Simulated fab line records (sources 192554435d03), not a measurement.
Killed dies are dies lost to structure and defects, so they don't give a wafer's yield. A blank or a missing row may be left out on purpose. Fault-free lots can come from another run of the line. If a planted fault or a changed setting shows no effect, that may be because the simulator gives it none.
Chamber matching -- flow n5_finfet -- rie_diel-01 running N5_BEOL_M3_ETCH_64: 4 sister chambers
The step etches SOC in N2/H2, target depth 75 nm, overetch 15 nm, time 112.5 s. 16 wafers are shown with their chamber, then 8 later ones without.

== WAFERS PAIRED WITH THEIR CHAMBERS ==
wafer,chamber,showerhead_plenum_p_Torr (Torr),throttle_valve_pct (%),rf_vpp_V (V)
L074.2,2,2.65,18.25,527
L074.5,0,2.62,18.01,525
L074.6,3,2.62,17.82,526
L075.3,3,2.61,17.81,526
L075.4,1,2.71,17.50,528
L075.5,1,2.71,17.49,528
L079.1,2,2.64,18.26,526
L079.4,1,2.70,17.49,528
L079.6,2,2.64,18.25,526
L083.1,2,2.64,18.28,526
L083.2,0,2.61,18.04,525
L083.4,0,2.61,18.06,525
L088.2,3,2.61,17.42,526
L088.3,0,2.61,17.63,526
L088.5,0,2.61,17.66,525
L092.1,3,2.60,17.43,524

SIGNATURES (means of the wafers above)
reading,chamber 0,chamber 1,chamber 2,chamber 3,scatter within a chamber
showerhead_plenum_p_Torr,2.6120,2.7067,2.6425,2.6100,0.00593
throttle_valve_pct,17.8800,17.4933,18.2600,17.6200,0.168
rf_vpp_V,525.20,528.00,526.25,525.50,0.616
Rule: a wafer lies at a distance from a chamber equal to the root of the sum of squares, over the readings, of (its reading less the chamber's mean, divided by the reading's scatter). The wafer belongs to the nearest chamber; if the next one is less than 2 further off, it can't be placed. The scatter: take each reading less its chamber's mean, square it, sum over the shown wafers, divide by the number of wafers less the number of chambers, and take the root.

== WAFERS WITH NO CHAMBER GIVEN ==
wafer,showerhead_plenum_p_Torr (Torr),throttle_valve_pct (%),rf_vpp_V (V)
L092.4,2.61,17.66,526
L092.6,2.69,17.55,528
L095.1,2.61,17.67,526
L095.3,2.60,17.44,525
L095.4,2.63,18.31,527
L097.1,2.60,17.44,526
L097.4,2.60,17.46,525
L097.5,2.60,17.67,526

== THE CHAMBER EACH PASSED THROUGH ==
wafer,from the rows above,in truth
L092.4,can't be placed: 3 or 0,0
L092.6,1,1
L095.1,can't be placed: 3 or 0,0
L095.3,can't be placed: 3 or 0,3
L095.4,2,2
L097.1,can't be placed: 3 or 0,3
L097.4,can't be placed: 3 or 0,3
L097.5,can't be placed: 3 or 0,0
Correctly placed: 2 of 8. Cannot be placed on the basis of these rows: 6; the candidates contain the true chamber in 6. Placed wrongly: 0.
